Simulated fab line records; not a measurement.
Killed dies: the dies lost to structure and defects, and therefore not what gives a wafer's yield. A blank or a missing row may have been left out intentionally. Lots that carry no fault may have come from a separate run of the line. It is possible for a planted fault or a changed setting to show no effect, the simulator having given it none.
Which of the tools did it? | flow n5-finfet | 36 wafers from 12 lots sampled at 5 of the route's 1938 steps

WHAT THE GAUGES SHOWED, per wafer
No reading from a measuring or inspecting step in the record can be judged against a usual standard deviation.

WHICH TOOL RAN EACH LOT (tool, then ch and the chambers of the sampled wafers, then the start)
lot  | N5_SDB_PRECLEAN_38                 | N5_BEOL_M15_PRE_CLEAN_42     | N5_BEOL_M15_DEP_53              | N5_MIM_TOP_SPUTTER_03        | N5_PASSIVATION_PROBE_49
L238 | wet-bench-06 ch 2,3,4, day 3 22:35 | pvd-sputter-02, day 12 05:22 | pecvd-03 ch 0,1,2, day 12 06:34 | pvd-sputter-03, day 12 10:56 | -
L239 | wet-bench-06 ch 1,4,6, day 4 01:18 | pvd-sputter-02, day 12 02:32 | pecvd-01 ch 0,1,2, day 12 03:52 | pvd-sputter-01, day 12 09:39 | -
L240 | wet-bench-06 ch 1,5,7, day 4 06:13 | pvd-sputter-03, day 12 10:13 | pecvd-02 ch 0,1,2, day 12 11:26 | pvd-sputter-01, day 12 13:46 | -
L241 | wet-bench-03 ch 0,3,5, day 4 12:40 | pvd-sputter-02, day 12 06:44 | pecvd-01 ch 0,1, day 12 07:57   | pvd-sputter-03, day 12 11:12 | -
L242 | wet-bench-06 ch 0,2,7, day 4 19:15 | pvd-sputter-03, day 12 23:01 | pecvd-01 ch 0,1,2, day 13 00:14 | pvd-sputter-01, day 13 02:44 | -
L243 | wet-bench-05 ch 0,2,7, day 4 23:16 | pvd-sputter-03, day 12 19:46 | pecvd-01 ch 0,1,2, day 12 20:59 | pvd-sputter-02, day 12 22:58 | -
L245 | wet-bench-06 ch 1,5,6, day 5 13:29 | pvd-sputter-01, day 15 11:38 | pecvd-01 ch 0,1,2, day 15 13:16 | pvd-sputter-02, day 15 16:08 | -
L248 | wet-bench-06 ch 1,3,7, day 6 09:07 | pvd-sputter-01, day 14 07:48 | pecvd-03 ch 0,2, day 14 09:01   | pvd-sputter-02, day 14 11:46 | prober-02, day 15 01:44
L249 | wet-bench-06 ch 0,1,2, day 6 17:53 | pvd-sputter-01, day 14 21:01 | pecvd-03 ch 0,1,2, day 14 22:14 | pvd-sputter-02, day 15 02:49 | prober-02, day 15 16:05
L258 | wet-bench-03 ch 2,3,7, day 8 18:43 | pvd-sputter-03, day 16 21:00 | pecvd-03 ch 0,1,2, day 16 22:40 | pvd-sputter-03, day 17 02:56 | -
L259 | wet-bench-05 ch 1,2,3, day 9 00:54 | pvd-sputter-03, day 17 02:35 | pecvd-03 ch 1,2, day 17 03:48   | pvd-sputter-01, day 17 06:48 | -
L261 | wet-bench-06 ch 0,2,7, day 9 13:13 | pvd-sputter-03, day 17 07:49 | pecvd-03 ch 0,1, day 17 09:02   | pvd-sputter-03, day 17 11:36 | -
- N5_SDB_PRECLEAN_38: cleans in dHF, time 10 s.
- N5_BEOL_M15_PRE_CLEAN_42: time 30 s.
- N5_BEOL_M15_DEP_53: deposits SiCN from 3MS/NH3, target thk 50 nm, time 17.8 s.
- N5_MIM_TOP_SPUTTER_03: material TiN, target thk 35 nm, time 89.7 s.
- N5_PASSIVATION_PROBE_49

AS READ BY THE TOOLS THEMSELVES (means over the sampled wafers that have a number; for cases with no such wafer, the mark the record gives instead)
N5_BEOL_M15_PRE_CLEAN_42.
lot  | tool           | heater-power-w (W)
L238 | pvd-sputter-02 | 483
L239 | pvd-sputter-02 | 470
L240 | pvd-sputter-03 | 434
L241 | pvd-sputter-02 | 528
L242 | pvd-sputter-03 | 437
L243 | pvd-sputter-03 | 423
L245 | pvd-sputter-01 | 424
L248 | pvd-sputter-01 | 416
L249 | pvd-sputter-01 | 428
L258 | pvd-sputter-03 | 458
L259 | pvd-sputter-03 | 446
L261 | pvd-sputter-03 | 428

N5_BEOL_M15_DEP_53.
lot  | tool     | showerhead-plenum-p-Torr (Torr) | throttle-valve-pct (%)
L238 | pecvd-03 | 4.160                           | 17.7
L239 | pecvd-01 | 4.156                           | 17.6
L240 | pecvd-02 | 4.165                           | 18.7
L241 | pecvd-01 | 4.142                           | 18.0
L242 | pecvd-01 | 4.165                           | 17.7
L243 | pecvd-01 | 4.164                           | 17.6
L245 | pecvd-01 | 4.160                           | 17.7
L248 | pecvd-03 | 4.160                           | 16.8
L249 | pecvd-03 | 4.152                           | 17.6
L258 | pecvd-03 | 4.156                           | 17.8
L259 | pecvd-03 | 4.160                           | 17.4
L261 | pecvd-03 | 4.155                           | 18.8

N5_MIM_TOP_SPUTTER_03.
lot  | tool           | throttle-valve-pct (%)
L238 | pvd-sputter-03 | 29.5
L239 | pvd-sputter-01 | 30.1
L240 | pvd-sputter-01 | 30.7
L241 | pvd-sputter-03 | 30.8
L242 | pvd-sputter-01 | 31.4
L243 | pvd-sputter-02 | 29.3
L245 | pvd-sputter-02 | 29.7
L248 | pvd-sputter-02 | 29.3
L249 | pvd-sputter-02 | 29.5
L258 | pvd-sputter-03 | 29.5
L259 | pvd-sputter-01 | 31.3
L261 | pvd-sputter-03 | 30.2

N5_PASSIVATION_PROBE_49.
lot  | tool      | defect-limited-yield (%) | killed_at_M0_to_M3 | killed_at_M4_up | killed-at-contacts | killed-at-front-end | killed-at-other | killed-dies | killed-open | killed-short | sort_bin_5_function (%) | sort_bin_6_memory (%) | sort-n-pass | sort-yield-pct (%)
L248 | prober-02 | 85.7                     | 20                 | 9               | 9                  | 122                 | 9               | 169         | 41          | 31           | 9.1                     | 3.4                   | 1011        | 85.7
L249 | prober-02 | 84.3                     | 19                 | 9               | 10                 | 143                 | 4               | 185         | 43          | 23           | 9.5                     | 4.0                   | 995         | 84.3

THE ANSWER, worked out from the rows above alone
Rule: the usual values come from the lots themselves. The widest of any qualifying gaps counts: lots, ordered by their means at a reading, are off when they make up no more than a third of the lots, leave a main group of 4 or more, and stand apart from it by 3 or more times the standard deviation of that group's means. A main group whose means are all the same, to the digits that the tables above print for the reading, isn't used. A lot without any number at a reading at which 4 lots or more have one is off too. Any other lot the step has rows for is counted as sound. Order of review: gauges by route order, followed by the tools' own readings, for which a lot's mean as printed above is used. The first step at which some lot is off is used, and at that step the reading that is off furthest; a lot without a number counts as furthest.
None of the lots is off at any reading shown; this tells nothing.

WHAT THE SIMULATOR HAD PUT IN
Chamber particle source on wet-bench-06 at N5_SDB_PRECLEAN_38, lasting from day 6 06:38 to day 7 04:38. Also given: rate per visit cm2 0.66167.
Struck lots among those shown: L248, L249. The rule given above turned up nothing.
